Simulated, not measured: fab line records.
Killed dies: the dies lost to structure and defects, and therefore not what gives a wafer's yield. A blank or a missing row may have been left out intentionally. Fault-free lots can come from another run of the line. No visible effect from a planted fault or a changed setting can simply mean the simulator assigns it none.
fab line records + flow nandHarc
record
- lots=13
- wafers=38
- lastDay=24
route steps=1159 shown P_GATE@205 P_CONTACT@245 P_M0@266
lots that met no fault: taken from a fault-free run of the same line
startH: start of the lot's first displayed wafer, in hours after the record's first day + waitH: how many hours have passed since the lot's step before this one + " the same as in the row above + L1.1+2: one row covering several wafers at once + - value missing, or start not given + * or withheld: withheld + < > ~ a bound
route shown NAME@n: names a module that has steps shown in the file, with the first one's number in the route + usual: mean and standard deviation over wafers with no fault + same: alike in all rows + chamber/n: place in a boat + sites: each site's reading + _std_site: standard deviation across them + _edge_site: inner sites' mean taken away from outer sites' mean + radiusMm: for every site, how far away it sits from the centre of the wafer + mask NAME#n: copy n + behind: the tool/chamber that last shaped the wafer + hold: the reason the lot was held/the length of the hold in hours/how it ended + device: the n, p or np transistor that did not switch + end of line: at the end of the route, the tests of the same wafers + for a step that has no rows: nothing shown but its recipe + killed: not the wafer's yield, but the dies lost to structure and defects at the first sort + map: a wafer's dies, x killed, . not, _ none there
set.NAME: the setting that was run; set.NAME@STEP: the one run at that earlier step + model.NAME: the simulator's own value behind a step, which no gauge read
one table for each step of the route and one row for each wafer, over a sample of lots
services: when a tool's chamber went out of use (startH, in hours from the record's first day, below 0 if earlier), for how many hours, and the reason
## steps
# step NHARC_P_GATE_STRIP_95
# recipe
- powerW=1500
- tempC=250
- chemistry=O2
# usual
- drypumpMotorCurrentA=5.8/0.54
- heaterPowerW=330/16
| lot.wafer | tool           | chamber | startH | waitH | drypumpMotorCurrentA | heaterPowerW | rfHoursCounterH |
|-----------|----------------|---------|--------|-------|----------------------|--------------|-----------------|
| L189.2    | plasmaAsher-02 | 0       | 108.53 | 0.6   | 5.1                  | 309          | 32              |
| L189.1    | "              | 1       | "      | "     | 6.6                  | 330          | 32              |
| L189.6    | "              | 0       | "      | "     | 5.1                  | 309          | -               |
| L192.4    | plasmaAsher-02 | 0       | 123.23 | 0.4   | 5.1                  | 308          | -               |
| L192.3    | "              | 1       | "      | "     | 6.6                  | 329          | -               |
| L192.5    | "              | 1       | "      | "     | 6.6                  | 333          | -               |
| L193.2    | plasmaAsher-01 | 0       | 123.65 | 0.6   | 5.8                  | 348          | 5               |
| L193.1    | "              | 1       | "      | "     | 5.9                  | 342          | 5               |
| L193.5    | "              | 0       | "      | "     | 5.8                  | 341          | -               |
| L195.1    | plasmaAsher-02 | 0       | 143.61 | 0.6   | 5.1                  | 308          | 44              |
| L195.4    | "              | 1       | "      | "     | 6.6                  | 327          | -               |
| L195.6    | "              | 0       | "      | "     | 5.1                  | 319          | -               |
| L203.2    | plasmaAsher-02 | 0       | 181.76 | 0.6   | 5.1                  | 315          | 57              |
| L203.6    | "              | 1       | "      | "     | 6.6                  | 339          | -               |
| L201.1    | plasmaAsher-02 | 1       | 184.18 | 0.6   | 6.6                  | 328          | 59              |
| L201.2    | "              | 0       | "      | "     | 5.1                  | 303          | 59              |
| L201.4    | "              | 0       | "      | "     | 5.1                  | 310          | -               |
| L204.4    | plasmaAsher-01 | 0       | 197.76 | 0.4   | 5.8                  | 337          | -               |
| L204.5    | "              | 0       | "      | "     | 5.8                  | 338          | -               |
| L204.6    | "              | 1       | "      | "     | 5.9                  | 336          | -               |
| L206.1    | plasmaAsher-01 | 1       | 203.80 | 0.6   | 5.9                  | 339          | 33              |
| L206.3    | "              | 0       | "      | "     | 5.9                  | 344          | -               |
| L206.6    | "              | 1       | "      | "     | 5.9                  | 335          | -               |
| L207.1    | plasmaAsher-01 | 0       | 216.52 | 0.5   | 5.8                  | 350          | 37              |
| L207.3    | "              | 0       | "      | "     | 5.8                  | 355          | -               |
| L207.5    | "              | 0       | "      | "     | 5.8                  | 351          | -               |
| L210.3    | plasmaAsher-01 | 1       | 227.14 | 0.3   | 5.8                  | 335          | -               |
| L210.5    | "              | 0       | "      | "     | 5.8                  | 346          | -               |
| L210.6    | "              | 1       | "      | "     | 5.9                  | 335          | -               |
| L209.4    | plasmaAsher-02 | 0       | 227.44 | 0.4   | 5.1                  | 306          | -               |
| L209.3    | "              | 1       | "      | "     | 6.6                  | 309          | -               |
| L209.6    | "              | 0       | "      | "     | 5.1                  | 304          | -               |
| L211.1    | plasmaAsher-02 | 1       | 242.84 | 0.5   | 6.6                  | 305          | 15              |
| L211.4    | "              | 0       | "      | "     | 5.1                  | 298          | -               |
| L211.6    | "              | 1       | "      | "     | 6.6                  | 307          | -               |
| L212.2    | plasmaAsher-01 | 1       | 243.33 | 0.6   | 5.9                  | 343          | 45              |
| L212.1    | "              | 0       | "      | "     | 5.8                  | 351          | 45              |
| L212.6    | "              | 0       | "      | "     | 5.8                  | 346          | -               |
# step NHARC_P_CONTACT_PRE_CLEAN_39
# recipe
- timeS=19.5
- biasV=250
- gas=Ar
# usual
- biasV=250.4/2.5
- timeS=19.5/0
| lot.wafer | tool          | chamber | startH | waitH | biasV | timeS  |
|-----------|---------------|---------|--------|-------|-------|--------|
| L189.1    | pvdSputter-02 | -       | 113.96 | -     | 244.7 | 19.5   |
| L189.2    | "             | -       | "      | "     | 253.2 | 19.5   |
| L189.6    | "             | -       | "      | "     | 246.1 | 19.5   |
| L192.3    | pvdSputter-03 | -       | 128.65 | -     | 251.7 | 19.5   |
| L192.4    | "             | -       | "      | "     | 249.2 | 19.5   |
| L192.5    | "             | -       | "      | "     | 248.8 | 19.5   |
| L193.2    | pvdSputter-01 | -       | 128.84 | -     | 248.6 | 19.5   |
| L193.1    | "             | -       | "      | "     | 246.5 | 19.5   |
| L193.5    | "             | -       | "      | "     | 248.5 | 19.5   |
| L195.4    | pvdSputter-02 | -       | 148.80 | -     | 252.7 | 19.5   |
| L195.1    | "             | -       | "      | "     | 249.2 | 19.5   |
| L195.6    | "             | -       | "      | "     | 256.6 | 19.5   |
| L203.2    | pvdSputter-03 | -       | 186.94 | -     | 248.4 | 19.5   |
| L203.6    | "             | -       | "      | "     | 250.1 | 19.5   |
| L201.2    | pvdSputter-03 | -       | 189.46 | -     | 249.4 | 19.5   |
| L201.4    | "             | -       | "      | "     | 250.6 | 19.5   |
| L201.1    | "             | -       | "      | "     | 249.9 | 14.543 |
| L204.4    | pvdSputter-01 | -       | 203.05 | -     | 247.3 | 19.5   |
| L204.5    | "             | -       | "      | "     | 249.6 | 19.5   |
| L204.6    | "             | -       | "      | "     | 248.2 | 19.5   |
| L206.1    | pvdSputter-01 | -       | 209.56 | -     | 250.7 | 19.5   |
| L206.3    | "             | -       | "      | "     | 248.1 | 19.5   |
| L206.6    | "             | -       | "      | "     | 252.3 | 19.5   |
| L207.1    | pvdSputter-01 | -       | 221.98 | -     | 248.6 | 19.5   |
| L207.3    | "             | -       | "      | "     | 251.1 | 19.5   |
| L207.5    | "             | -       | "      | "     | 248.7 | 19.5   |
| L209.4    | pvdSputter-02 | -       | 233.45 | -     | 250.6 | 19.5   |
| L209.3    | "             | -       | "      | "     | 248.3 | 19.5   |
| L209.6    | "             | -       | "      | "     | 254.7 | 19.5   |
| L210.3    | pvdSputter-01 | -       | 233.77 | -     | 251.2 | 19.5   |
| L210.5    | "             | -       | "      | "     | 250.6 | 19.5   |
| L210.6    | "             | -       | "      | "     | 250.5 | 19.5   |
| L211.4    | pvdSputter-03 | -       | 248.34 | -     | 245.6 | 19.5   |
| L211.1    | "             | -       | "      | "     | 249.6 | 19.5   |
| L211.6    | "             | -       | "      | "     | 250.9 | 19.5   |
| L212.1    | pvdSputter-03 | -       | 248.79 | -     | 247.4 | 19.5   |
| L212.2    | "             | -       | "      | "     | 249.5 | 19.5   |
| L212.6    | "             | -       | "      | "     | 251.0 | 19.5   |
# step NHARC_P_CONTACT_INSPECT_27
# usual
- rawDefectCount=305/120
| lot.wafer | tool             | chamber | startH | waitH | rawDefectCount |
|-----------|------------------|---------|--------|-------|----------------|
| L189.1    | defectInspect-01 | -       | 116.13 | 0.1   | 80             |
| L189.2    | "                | -       | "      | "     | 119            |
| L189.6    | "                | -       | "      | "     | 121            |
| L192.3    | defectInspect-01 | -       | 130.37 | 0.1   | 277            |
| L192.4    | "                | -       | "      | "     | 242            |
| L192.5    | "                | -       | "      | "     | 311            |
| L193.1    | defectInspect-01 | -       | 130.79 | 0.1   | 344            |
| L193.2    | "                | -       | "      | "     | 535            |
| L193.5    | "                | -       | "      | "     | 436            |
| L195.1    | defectInspect-02 | -       | 150.24 | 0.1   | 453            |
| L195.4    | "                | -       | "      | "     | 449            |
| L195.6    | "                | -       | "      | "     | 329            |
| L203.2    | defectInspect-02 | -       | 188.72 | 0.1   | 238            |
| L203.6    | "                | -       | "      | "     | 386            |
| L201.1    | defectInspect-01 | -       | 193.74 | 0.1   | 303            |
| L201.2    | "                | -       | "      | "     | 339            |
| L201.4    | "                | -       | "      | "     | 265            |
| L204.4    | defectInspect-02 | -       | 209.26 | 0.1   | 285            |
| L204.5    | "                | -       | "      | "     | 203            |
| L204.6    | "                | -       | "      | "     | 289            |
| L206.1    | defectInspect-02 | -       | 216.00 | 0.1   | 177            |
| L206.3    | "                | -       | "      | "     | 165            |
| L206.6    | "                | -       | "      | "     | 251            |
| L207.1    | defectInspect-02 | -       | 225.98 | 0.1   | 227            |
| L207.3    | "                | -       | "      | "     | 156            |
| L207.5    | "                | -       | "      | "     | 297            |
| L209.3    | defectInspect-02 | -       | 234.91 | 0.1   | 270            |
| L209.4    | "                | -       | "      | "     | 351            |
| L209.6    | "                | -       | "      | "     | 352            |
| L210.3    | defectInspect-01 | -       | 235.44 | 0.1   | 688            |
| L210.5    | "                | -       | "      | "     | 210            |
| L210.6    | "                | -       | "      | "     | 247            |
| L211.1    | defectInspect-02 | -       | 249.78 | 0.1   | 278            |
| L211.4    | "                | -       | "      | "     | 355            |
| L211.6    | "                | -       | "      | "     | 171            |
| L212.1    | defectInspect-02 | -       | 250.23 | 0.1   | 261            |
| L212.2    | "                | -       | "      | "     | 182            |
| L212.6    | "                | -       | "      | "     | 371            |
# step NHARC_P_M0_DESCUM_14
# recipe
- timeS=3
- o2FlowSccm=200
- arFlowSccm=0
- biasPowerW=0
- chemistry=O2
# usual
- drypumpMotorCurrentA=5.5/0.39
- o2FlowSccm=200.1/0.64
- oesProductAu=1.007/0.0073
- rfVppV=57.8/0.89
- showerheadPlenumPTorr=1.92/0.092
- throttleValvePct=11.311/0.0095
| lot.wafer | tool       | chamber | startH | waitH | drypumpMotorCurrentA | o2FlowSccm | oesProductAu | rfHoursCounterH | rfVppV | showerheadPlenumPTorr | throttleValvePct |
|-----------|------------|---------|--------|-------|----------------------|------------|--------------|-----------------|--------|-----------------------|------------------|
| L189.2    | rieDiel-13 | 2       | 117.25 | 0.1   | 5.4                  | 200.2      | 0.998        | 0               | 58.7   | 2.01                  | 11.313           |
| L189.1    | "          | 3       | "      | "     | 5.4                  | 199.5      | 0.993        | 0               | 59.9   | 1.84                  | 11.311           |
| L189.6    | "          | 1       | "      | "     | 4.8                  | 199.5      | 1.007        | -               | 57.8   | 1.86                  | 11.333           |
| L192.3    | rieDiel-13 | 0       | 131.49 | 0.1   | 5.9                  | 200.3      | 1.015        | 1               | 57.6   | 1.80                  | 11.301           |
| L192.4    | "          | 2       | "      | "     | 5.4                  | 200.2      | 1.010        | -               | 58.2   | 2.01                  | 11.304           |
| L192.5    | "          | 3       | "      | "     | 5.4                  | 200.6      | 0.996        | -               | 57.5   | 1.84                  | 11.320           |
| L193.2    | rieDiel-07 | 0       | 131.89 | 0.1   | 5.1                  | 200.3      | 1.005        | 5               | 58.6   | 1.96                  | 11.312           |
| L193.1    | "          | 1       | "      | "     | 5.2                  | 200.1      | 0.992        | 4               | 58.4   | 2.02                  | 11.302           |
| L193.5    | "          | 2       | "      | "     | 5.7                  | 199.8      | 1.008        | -               | 58.2   | 2.00                  | 11.316           |
| L195.4    | rieDiel-13 | 2       | 151.34 | 0.1   | 5.4                  | 201.0      | 1.016        | 3               | 58.8   | 2.01                  | 11.310           |
| L195.1    | "          | 3       | "      | "     | 5.4                  | 199.4      | 0.998        | 3               | 58.3   | 1.84                  | 11.320           |
| L195.6    | "          | 0       | "      | "     | 5.8                  | 200.0      | 1.007        | -               | 56.5   | 1.80                  | 11.305           |
| L203.2    | rieDiel-02 | 0       | 189.68 | 0.1   | 6.3                  | 200.8      | 0.997        | 2               | 57.9   | 1.94                  | 11.316           |
| L203.6    | "          | 1       | "      | "     | 5.7                  | 201.0      | 1.016        | -               | 58.2   | 2.07                  | 11.325           |
| L201.1    | rieDiel-02 | 1       | 194.70 | 0.1   | 5.6                  | 199.7      | 1.024        | 2               | 58.7   | 2.07                  | 11.303           |
| L201.2    | "          | 2       | "      | "     | 5.7                  | 199.5      | 0.999        | 2               | 56.7   | 1.92                  | 11.310           |
| L201.4    | "          | 1       | "      | "     | 5.6                  | 200.3      | 1.021        | -               | 57.2   | 2.07                  | 11.310           |
| L204.4    | rieDiel-13 | 2       | 210.40 | 0.1   | 5.4                  | 199.2      | 1.008        | 7               | 58.6   | 2.01                  | 11.322           |
| L204.5    | "          | 3       | "      | "     | 5.4                  | 200.0      | 1.000        | -               | 57.3   | 1.84                  | 11.308           |
| L204.6    | "          | 0       | "      | "     | 5.9                  | 199.9      | 1.008        | -               | 56.8   | 1.79                  | 11.319           |
| L206.1    | rieDiel-13 | 0       | 217.08 | 0.1   | 5.9                  | 200.1      | 1.006        | 8               | 57.9   | 1.79                  | 11.319           |
| L206.3    | "          | 2       | "      | "     | 5.3                  | 199.7      | 1.014        | 7               | 58.2   | 2.00                  | 11.305           |
| L206.6    | "          | 1       | "      | "     | 4.8                  | 200.1      | 1.014        | -               | 57.6   | 1.85                  | 11.313           |
| L207.1    | rieDiel-07 | 2       | 227.07 | 0.1   | 5.7                  | 199.7      | 1.010        | 14              | 57.5   | 2.00                  | 11.314           |
| L207.3    | "          | 3       | "      | "     | 5.3                  | 199.7      | 1.006        | 13              | 57.9   | 1.79                  | 11.303           |
| L207.5    | "          | 2       | "      | "     | 5.8                  | 199.5      | 1.005        | -               | 57.6   | 2.00                  | 11.307           |
| L209.4    | rieDiel-13 | 0       | 236.06 | 0.1   | 5.8                  | 199.5      | 1.005        | 9               | 57.1   | 1.79                  | 11.313           |
| L209.3    | "          | 1       | "      | "     | 4.8                  | 199.6      | 1.005        | 9               | 59.4   | 1.85                  | 11.326           |
| L209.6    | "          | 0       | "      | "     | 5.9                  | 201.4      | 1.001        | -               | 56.0   | 1.79                  | 11.299           |
| L210.3    | rieDiel-13 | 1       | 236.52 | 0.1   | 4.8                  | 199.5      | 1.008        | 9               | 56.3   | 1.85                  | 11.329           |
| L210.5    | "          | 1       | "      | "     | 4.8                  | 198.8      | 1.018        | -               | 58.1   | 1.85                  | 11.319           |
| L210.6    | "          | 2       | "      | "     | 5.4                  | 200.4      | 1.016        | -               | 59.6   | 2.01                  | 11.326           |
| L211.1    | rieDiel-02 | 0       | 250.93 | 0.1   | 6.3                  | 199.1      | 1.001        | 5               | 56.9   | 1.94                  | 11.313           |
| L211.4    | "          | 0       | "      | "     | 6.3                  | 200.2      | 1.006        | -               | 57.3   | 1.94                  | 11.302           |
| L211.6    | "          | 1       | "      | "     | 5.6                  | 199.6      | 1.002        | -               | 58.6   | 2.07                  | 11.305           |
| L212.2    | rieDiel-13 | 3       | 251.32 | 0.1   | 5.4                  | 201.3      | 1.011        | 10              | 56.3   | 1.83                  | 11.294           |
| L212.1    | "          | 0       | "      | "     | 5.9                  | 199.5      | 1.004        | 10              | 57.2   | 1.79                  | 11.311           |
| L212.6    | "          | 0       | "      | "     | 5.9                  | 200.0      | 1.012        | -               | 57.8   | 1.79                  | 11.301           |
## services
| tool           | chamber | startH | hours | kind   |
|----------------|---------|--------|-------|--------|
| plasmaAsher-01 | -       | 86.01  | 4.8   | repair |
| plasmaAsher-01 | -       | 99.00  | 9.0   | pm     |
| rieDiel-13     | -       | 99.00  | 9.0   | pm     |
| pvdSputter-03  | -       | 102.00 | 10.0  | pm     |
| pvdSputter-03  | -       | 113.67 | 3.1   | repair |
| rieDiel-13     | -       | 124.94 | 0.6   | repair |
| rieDiel-13     | 1       | 130.94 | 3.4   | repair |
| pvdSputter-01  | -       | 131.86 | 4.7   | repair |
| pvdSputter-01  | -       | 145.07 | 0.5   | repair |
| pvdSputter-03  | -       | 145.44 | 7.4   | repair |
| plasmaAsher-01 | -       | 148.74 | 1.1   | repair |
| rieDiel-02     | 0       | 150.86 | 5.7   | repair |
| rieDiel-02     | -       | 150.93 | 9.0   | pm     |
| pvdSputter-01  | -       | 158.01 | 10.0  | pm     |
| rieDiel-13     | 2       | 165.69 | 7.5   | repair |
| pvdSputter-03  | -       | 180.58 | 0.6   | repair |
| plasmaAsher-02 | -       | 184.25 | 9.0   | pm     |
| rieDiel-13     | -       | 185.68 | 0.6   | repair |
| rieDiel-02     | 3       | 187.89 | 64.5  | repair |
| rieDiel-02     | 1       | 200.12 | 6.8   | repair |
| pvdSputter-02  | -       | 214.00 | 10.0  | pm     |
| pvdSputter-01  | -       | 214.17 | 1.6   | repair |
| pvdSputter-03  | -       | 227.65 | 5.1   | repair |
| plasmaAsher-01 | -       | 228.89 | 1.0   | repair |
## key
firstSign
- step=NHARC_P_CONTACT_PRE_CLEAN_39
- reading=timeS
- direction=down
- sigmas=99+
- usual=*
- struck=*
effect none on later readings
metAt NHARC_P_CONTACT_PRE_CLEAN_39
struckLots L201
struckWafers L201.1
testerLeftOut L201
notActingAt NHARC_P_GATE_STRIP_95,NHARC_P_CONTACT_INSPECT_27,NHARC_P_M0_DESCUM_14
onsetBetween 128.65 189.46
fault
- kind=processParameterDrift
- tool=pvdSputter-03
- chamber=-
- onsetH=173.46
- steps=NHARC_P_CONTACT_PRE_CLEAN_39
- channel=timeS
- offset=*
- shape=step
- endH=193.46
- actsIn=*
- stated=*
- scope=struckWafersOnly
# testerLeftOut: of these lots the tester's yield and bins aren't shown, on N5 and GAA mostly nor the transistor test; their killed dies are dies lost to structure and defects alone, not to doping, threshold or leakage, so they don't give the yield
